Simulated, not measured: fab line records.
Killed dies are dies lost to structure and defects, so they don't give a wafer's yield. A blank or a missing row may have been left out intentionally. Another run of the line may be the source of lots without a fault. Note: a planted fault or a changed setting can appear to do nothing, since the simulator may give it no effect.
fab line records | flow n5-finfet
[record] lots = 6 wafers = 18 last-day = 17
route steps=1938 shown BEOL_M12@1653 BEOL_M13@1659 PASSIVATION@1936
lots with no fault: from the same line, run without faults
start-h: start of the lot's first displayed wafer, in hours after the record's first day | wait-h: how many hours have passed since the lot's step before this one | " repeats the value in the row above | L1.1+2: a row that stands for several wafers | - no value present, or no start provided | * or withheld: withheld | < > ~ a bound
route shown NAME@n: names a module that has steps shown in the file, with the first one's number in the route | usual: average and standard deviation across the fault-free wafers | same: alike in all rows | chamber/n: place in a boat | sites: readings site by site | _std_site: the values' standard deviation | _edge_site: inner sites' mean taken away from outer sites' mean | radius-mm: how far each site lies from the wafer's centre | mask NAME#n: copy n | behind: tool/chamber where the wafer was last shaped | hold: what put the lot on hold/how long, in hours/how the hold closed | device: which transistor (n, p or np) failed to switch | end of line: the same wafers' tests at the end of the route | a step with no rows: only its recipe | killed: the dies lost at the first sort to structure and to defects; this is not the yield of the wafer | map: the dies of a wafer, with x for killed, . for not killed, _ for no die there
set.NAME: the setting that was run; set.NAME@STEP: the one run at that earlier step | model.NAME: the simulator's own value behind a step, which no gauge read
certain route steps with their lots: each step a table, each wafer a row
services: the hour from which a tool's chamber was out of use, counted from the record's first day as start-h (under 0 if before that day), plus the number of hours and why
[[steps]]
[step N5_BEOL_M12_CMP_49]
[recipe] stop-on = SiOC t-overpolish-s = 20.6 down-force-psi = 1 platen-rpm = 50 clearing-platen-down-force-psi = 1.5 clearing-platen-rpm = 50 post-cmp-clean = cu-alkaline target-thk-nm = 320 clearing-platen-pad-velocity-m-s = 0.99484 pad-velocity-m-s = 0.99484
[usual] barrier-field-endpoint-s = 30.3/0.9 motor-current-A = 6.05/0.28 overpolish-run-s = 20.601/0.0091
// columns lot.wafer tool chamber start-h wait-h barrier-field-endpoint-s motor-current-A overpolish-run-s
L821.3 cmp-04 3 246.05 0.2 30.1 6.23 20.599
L821.1 " 0 " " 29.8 6.31 20.591
L821.5 " 3 " " 31.5 6.04 20.601
L824.3 cmp-04 3 255.34 0.3 30.5 6.15 20.591
L824.4 " 2 " " 29.7 6.22 20.591
L824.6 " 3 " " 30.4 6.18 20.599
L829.4 cmp-04 2 290.73 0.1 29.8 6.44 20.607
L829.2 " 3 " " 30.3 6.33 20.601
L829.1 " 1 " " 28.9 6.05 20.600
L831.2 cmp-03 0 311.52 0.2 30.0 5.56 20.612
L831.5 " 3 " " 29.6 6.23 20.601
L831.6 " 0 " " 30.3 6.06 20.591
L836.2 cmp-04 3 337.52 0.3 30.6 5.97 20.613
L836.3 " 1 " " 28.5 6.36 20.609
L836.5 " 3 " " 30.0 6.02 20.601
L844.3 cmp-04 0 369.72 0.2 31.1 6.05 20.613
L844.1 " 1 " " 30.9 5.96 20.603
L844.4 " 2 " " 29.9 6.35 20.601
[step N5_BEOL_M12_THK_MEAS_50]
[recipe] thk-meas-gauge = xrf reads = Cu_of_BEOL_M12_ECD_47
[usual] M12_THK = 311/5.1
// columns lot.wafer tool chamber start-h wait-h M12_THK[nm]
L821.1 film-metro-01 - 246.35 - 312
L821.3 " - " " 302
L821.5 " - " " 310
L824.3 film-metro-01 - 255.64 - 303
L824.4 " - " " 313
L824.6 " - " " 312
L829.1 film-metro-02 - 291.03 - 310
L829.2 " - " " 319
L829.4 " - " " 308
L831.2 film-metro-01 - 311.78 - 303
L831.5 " - " " 312
L831.6 " - " " 314
L836.2 film-metro-01 - 337.78 - 318
L836.3 " - " " 305
L836.5 " - " " 309
L844.1 film-metro-02 - 369.98 - 308
L844.3 " - " " 320
L844.4 " - " " 307
[step N5_BEOL_M12_PRE_CLEAN_52]
[recipe] gas = NH3 time-s = 15 temp-c = withheld rf-power-w = 300
[step N5_BEOL_M12_DEP_53]
[recipe] material = SiCN target-thk-a = 300 temp-c = withheld precursor = 3MS/NH3 pressure-torr = 3 rf-w = 675 time-s = 10.5
[usual] showerhead-plenum-p-Torr = 4.146/0.015 throttle-valve-pct = 17.7/0.71
// columns lot.wafer tool chamber start-h wait-h showerhead-plenum-p-Torr throttle-valve-pct
L821.1 pecvd-02 2 246.41 0.0 4.169 16.6
L821.3 " 0 " " 4.121 18.5
L821.5 " 2 " " 4.167 16.7
L824.3 pecvd-01 0 255.74 0.0 4.149 18.0
L824.4 " 2 " " 4.150 16.8
L824.6 " 0 " " 4.148 17.8
L829.1 pecvd-02 2 291.09 0.0 4.171 16.9
L829.2 " 1 " " 4.146 17.6
L829.4 " 1 " " 4.148 17.4
L831.2 pecvd-01 0 311.84 0.0 4.158 18.3
L831.5 " 1 " " 4.165 17.6
L831.6 " 2 " " 4.147 17.2
L836.2 pecvd-04 0 337.84 0.0 4.124 19.2
L836.3 " 2 " " 4.157 16.6
L836.5 " 1 " " 4.140 18.2
L844.1 pecvd-02 1 370.04 0.0 4.154 17.5
L844.3 " 0 " " 4.130 18.4
L844.4 " 1 " " 4.160 17.5
[step N5_BEOL_M12_RS_MEAS_54]
[recipe] thk-meas-gauge = four-point-probe reads = Cu_of_BEOL_M12_ECD_47+Ta_of_BEOL_M12_SPUTTER_44+TaN_of_BEOL_M12_SPUTTER_43
[usual] M12_RS = 0.0603/0.00099
// columns lot.wafer tool chamber start-h wait-h M12_RS[ohm/sq]
L821.1 film-metro-02 - 246.48 0.0 0.0597
L821.3 " - " " 0.0612
L821.5 " - " " 0.0605
L824.3 film-metro-02 - 255.81 0.0 0.0623
L824.4 " - " " 0.0603
L824.6 " - " " 0.0604
L829.1 film-metro-02 - 291.15 0.0 0.0608
L829.2 " - " " 0.0589
L829.4 " - " " 0.0612
L831.2 film-metro-01 - 311.90 0.0 0.0619
L831.5 " - " " 0.0600
L831.6 " - " " 0.0593
L836.2 film-metro-01 - 337.91 0.0 0.0591
L836.3 " - " " 0.0612
L836.5 " - " " 0.0606
L844.1 film-metro-01 - 370.11 0.0 0.0619
L844.3 " - " " 0.0596
L844.4 " - " " 0.0618
[step N5_BEOL_M12_INSPECT_55]
[recipe] inspect-instrument = darkfield mode = post-dep
[usual] raw-defect-count = 73/24
// columns lot.wafer tool chamber start-h wait-h raw-defect-count
L821.1 defect-inspect-02 - 246.50 0.0 144
L821.3 " - " " 83
L821.5 " - " " 61
L824.3 defect-inspect-02 - 255.83 0.0 103
L824.4 " - " " 64
L824.6 " - " " 106
L829.1 defect-inspect-01 - 291.18 0.0 81
L829.2 " - " " 70
L829.4 " - " " 84
L831.2 defect-inspect-02 - 311.93 0.0 59
L831.5 " - " " 82
L831.6 " - " " 53
L836.2 defect-inspect-01 - 337.93 0.0 35
L836.3 " - " " 58
L836.5 " - " " 59
L844.1 defect-inspect-02 - 370.13 0.0 78
L844.3 " - " " 63
L844.4 " - " " 70
[step N5_BEOL_M13_ILD_DEP_00]
[recipe] material = SiOC target-thk-a = 8379.2 temp-c = 350 precursor = DEMS/O2 pressure-torr = 5 rf-w = 500 time-s = 166.4
[usual] heater-power-w = 453/48 showerhead-plenum-p-Torr = 5.691/0.017 throttle-valve-pct = 11.6/0.37
// columns lot.wafer tool chamber start-h wait-h heater-power-w showerhead-plenum-p-Torr throttle-valve-pct
L821.1 pecvd-01 2 246.54 0.0 486 5.680 11.1
L821.3 " 1 " " 429 5.709 11.4
L821.5 " 0 " " 443 5.689 11.9
L824.3 pecvd-03 1 255.87 0.0 383 5.684 11.2
L824.4 " 0 " " 411 5.709 11.5
L824.6 " 2 " " 434 5.692 12.2
L829.1 pecvd-03 2 291.21 0.0 542 5.677 12.0
L829.2 " 1 " " 442 5.673 11.0
L829.4 " 2 " " 432 5.676 12.0
L831.2 pecvd-03 0 311.96 0.0 417 5.711 11.3
L831.5 " 0 " " 441 5.701 11.3
L831.6 " 2 " " 504 5.693 12.0
L836.2 pecvd-03 0 337.97 0.0 422 5.728 11.3
L836.3 " 1 " " 482 5.665 11.2
L836.5 " 1 " " 378 5.658 11.3
L844.1 pecvd-01 1 370.17 0.0 521 5.690 11.5
L844.3 " 0 " " 458 5.698 11.7
L844.4 " 0 " " 385 5.673 11.8
[step N5_BEOL_M13_THK_MEAS_01]
[recipe] reads = SiOC_of_BEOL_M13_ILD_DEP_00
[usual] M13_ILD_THK = 837/13
// columns lot.wafer tool chamber start-h wait-h M13_ILD_THK[nm]
L821.1 film-metro-02 - 246.69 0.1 845
L821.3 " - " " 835
L821.5 " - " " 856
L824.3 film-metro-02 - 256.02 0.1 825
L824.4 " - " " 831
L824.6 " - " " 842
L829.1 film-metro-01 - 291.37 0.1 825
L829.2 " - " " 830
L829.4 " - " " 826
L831.2 film-metro-02 - 312.12 0.1 822
L831.5 " - " " 837
L831.6 " - " " 838
L836.2 film-metro-02 - 338.12 0.1 830
L836.3 " - " " 842
L836.5 " - " " 861
L844.1 film-metro-01 - 370.32 0.1 852
L844.3 " - " " 838
L844.4 " - " " 857
[step N5_BEOL_M13_COAT_58]
[recipe] resist = BARC temp-c = 205 time-s = 60 spin-rpm = 1500 resist-thk-nm = 89
[step N5_BEOL_M13_COAT_04]
[recipe] spin-rpm = 1625 resist-thk-nm = 400
[step N5_BEOL_M13_EBR_06]
[recipe] solvent = PGMEA ebr-width-mm = 1.5
[step N5_BEOL_M13_SOFTBAKE_05]
[recipe] temp-c = 130 time-s = 60
[step N5_BEOL_M13_EXPOSE_07]
[recipe] mask-id = V12 na = 0.93 source-shape = conventional sigma-outer = 0.6 polarization = unpolarized attpsm-phase-deg = 180 dose-mj = 24.8
[usual] exposure-dose-mJ-cm2 = 24.93/0.12
// columns lot.wafer tool chamber start-h wait-h mask exposure-dose-mJ-cm2
L821.1 krf-scanner-02 0 246.95 - V12#0 24.80
L821.3 " 0 " " V12#0 24.80
L821.5 " 0 " " V12#0 24.81
L824.3 krf-scanner-02 0 256.16 - V12#0 24.82
L824.4 " 0 " " V12#0 24.79
L824.6 " 0 " " V12#0 24.81
L829.1 krf-scanner-02 0 291.50 - V12#0 25.84
L829.2 " 0 " " V12#0 25.87
L829.4 " 0 " " V12#0 25.83
L831.2 krf-scanner-02 0 312.38 - V12#0 25.69
L831.5 " 0 " " V12#0 25.69
L831.6 " 0 " " V12#0 25.69
L836.2 krf-scanner-01 0 338.26 - V12#0 25.01
L836.3 " 0 " " V12#0 25.06
L836.5 " 0 " " V12#0 25.06
L844.1 krf-scanner-01 0 370.58 - V12#0 25.06
L844.3 " 0 " " V12#0 25.02
L844.4 " 0 " " V12#0 25.01
[step N5_BEOL_M13_PEB_08]
[recipe] peb-temp-c = 130 peb-time-s = 90
[step N5_BEOL_M13_DEVELOP_09]
[recipe] develop-time-s = 45 rinse-liquid = diw dry = air-spin dev-temp-c = 21
[step N5_BEOL_M13_HARDBAKE_14]
[recipe] temp-c = 130 time-s = 120
[step N5_BEOL_M13_CD_MEAS_10]
[recipe] target-cd-nm = 190 landing-energy-ev = 500 detector = se-inlens polarity = opening
[usual] cd-nm = 188.9/1.6
// columns lot.wafer tool chamber start-h wait-h cd-nm
L821.1 cd-sem-01 0 247.12 - 190.5
L821.3 " 0 " " 189.1
L821.5 " 0 " " 187.6
L824.3 cd-sem-01 0 256.32 - 187.3
L824.4 " 0 " " 189.8
L824.6 " 0 " " 191.3
L829.1 cd-sem-01 0 291.67 - 196.1
L829.2 " 0 " " 194.5
L829.4 " 0 " " 196.6
L831.2 cd-sem-03 0 312.54 - 190.6
L831.5 " 0 " " 190.0
L831.6 " 0 " " 192.5
L836.2 cd-sem-02 0 338.43 - 188.5
L836.3 " 0 " " 189.4
L836.5 " 0 " " 187.0
L844.1 cd-sem-03 0 370.75 - 188.9
L844.3 " 0 " " 190.1
L844.4 " 0 " " 188.4
[step N5_BEOL_M13_OVL_MEAS_11]
[recipe] points-per-wafer = 44
[usual] V12_OVL = -1/5.6
// columns lot.wafer tool chamber start-h wait-h V12_OVL[nm]
L821.1 overlay-01 0 247.15 0.0 -10
L821.3 " 0 " " -8
L821.5 " 0 " " -2
L824.3 overlay-01 0 256.35 0.0 -8
L824.4 " 0 " " -9
L824.6 " 0 " " -7
L829.1 overlay-02 0 291.70 0.0 -9
L829.2 " 0 " " -2
L829.4 " 0 " " 0
L831.2 overlay-01 0 312.57 0.0 3
L831.5 " 0 " " -13
L831.6 " 0 " " -2
L836.2 overlay-02 0 338.46 0.0 1
L836.3 " 0 " " -2
L836.5 " 0 " " 4
L844.1 overlay-02 0 370.78 0.0 9
L844.3 " 0 " " 6
L844.4 " 0 " " 1
[step N5_PASSIVATION_PROBE_49]
[usual] defect-limited-yield = 91.2/1.5 killed_at_M0_to_M3 = 31/10 killed_at_M4_up = 15/5.9 killed-at-contacts = 13/6 killed-at-front-end = 41/11 killed-at-other = 4/3.1 killed-dies = 104/18 killed-open = 68/13 killed-short = 33/8.1 sort_bin_5_function = 5.1/1.1 sort_bin_6_memory = 3.2/0.69 sort-n-pass = 1076/18 sort-yield-pct = 91.2/1.5
[same] gross-dies = 1180 killed-at-back-side = 0 sort_bin_4_leakage[%] = 0 sort_bin_8_speed[%] = 0
// columns lot.wafer tool chamber start-h wait-h defect-limited-yield[%] killed_at_M0_to_M3 killed_at_M4_up killed-at-contacts killed-at-front-end killed-at-other killed-dies killed-open killed-short sort_bin_5_function[%] sort_bin_6_memory[%] sort-n-pass sort-yield-pct[%]
L829.1 prober-02 - 324.38 0.0 92.4 32 10 15 28 5 90 59 29 4.8 2.4 1090 92.4
L829.2 prober-02 - 324.43 0.1 93.8 25 11 7 25 5 73 40 22 3.4 2.0 1107 93.8
L829.4 prober-02 - 324.53 0.2 89.7 42 13 19 44 4 122 76 34 6.4 3.1 1058 89.7
L831.6 prober-01 - 342.91 1.1 91.5 33 14 10 40 3 100 67 32 5.3 2.8 1080 91.5
// killed by level:class
L829.1 MOL_CONTACT_COAG:geometric-particle:open=9 BEOL_M2:geometric-particle:open=9 FIN_SAQP:geometric-particle:open=7 MOL_CONTACT_COAG:geometric-particle:short=6 BEOL_M3:geometric-particle:open=6 BEOL_M0_SAQP:geometric-particle:open=5 BEOL_M0_SAQP:geometric-particle:short=4 BEOL_M2:geometric-particle:short=4
L829.2 HKMG_FIN:area-etch=8 MOL_CONTACT_COAG:geometric-particle:open=7 BEOL_M2:geometric-particle:open=6 BEOL_M3:geometric-particle:open=6 FIN_SAQP:geometric-particle:open=4 FIN_SAQP:geometric-particle:short=4 BEOL_M4:geometric-particle:open=4 BEOL_M0_SAQP:geometric-particle:open=3
L829.4 BEOL_M2:geometric-particle:open=14 MOL_CONTACT_COAG:geometric-particle:open=13 FIN_SAQP:geometric-particle:open=11 BEOL_M0_SAQP:geometric-particle:open=10 HKMG_FIN:area-etch=9 BEOL_M3:geometric-particle:open=7 MOL_CONTACT_COAG:geometric-particle:short=6 STARTING-WAFER:geometric-particle:short=6
L831.6 FIN_SAQP:geometric-particle:open=10 STI_FIN_REVEAL:geometric-particle:open=8 BEOL_M0_SAQP:geometric-particle:short=8 MOL_CONTACT_COAG:geometric-particle:open=7 BEOL_M2:geometric-particle:open=7 FIN_SAQP:geometric-particle:short=6 BEOL_M3:geometric-particle:open=6 BEOL_M0_SAQP:geometric-particle:open=6
[[services]]
// columns tool chamber start-h hours kind
krf-scanner-01 - 226.28 1.4 repair
cmp-03 - 227.22 4.0 pm
krf-scanner-02 - 230.20 4.4 pm
krf-scanner-01 - 232.97 0.6 repair
krf-scanner-01 - 238.59 1.6 repair
cmp-04 - 238.70 5.5 pm
pecvd-03 - 246.54 6.0 pm
pecvd-04 - 253.34 2.8 pm
cmp-04 - 262.32 11.4 pm
krf-scanner-02 - 263.41 13.1 repair
krf-scanner-01 - 264.05 0.9 repair
pecvd-01 0 264.28 6.5 repair
krf-scanner-01 - 276.53 1.3 pm
cmp-04 - 279.06 4.0 pm
krf-scanner-01 - 284.76 4.0 repair
pecvd-04 - 286.11 7.2 repair
pecvd-03 1 303.83 6.1 repair
krf-scanner-02 - 308.35 1.0 pm
pecvd-02 2 311.80 1.7 repair
krf-scanner-02 - 343.25 3.6 pm
pecvd-03 2 349.25 8.5 repair
cmp-04 - 353.76 0.2 repair
krf-scanner-02 - 358.04 4.4 pm
krf-scanner-01 - 365.95 1.0 pm
[[key]]
[first-sign] step = N5_BEOL_M13_EXPOSE_07 reading = exposure-dose-mJ-cm2 direction = up sigmas = 6.7 usual = 24.93 struck = 25.77
[effect] step = N5_BEOL_M13_CD_MEAS_10 reading = cd-nm direction = up sigmas = 2.8 usual = 188.9 struck = 193.4 through = control-loop
met-at N5_BEOL_M13_EXPOSE_07
struck-wafers L829.1,L829.2,L829.4,L831.2,L831.5,L831.6
[loop-trim] step = N5_BEOL_M13_EXPOSE_07 setting = dose lots = L831
onset-between 256.16 291.50
[fault] kind = process-parameter-drift tool = krf-scanner-02 chamber = - onset-h = 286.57 steps = N5_BEOL_M13_EXPOSE_07 channel = dose-mj offset = 1.0501 shape = step acts-in = these-recipes-only stated = 24.8
// loop-trim: a control loop set the setting to another value than it would have without faults
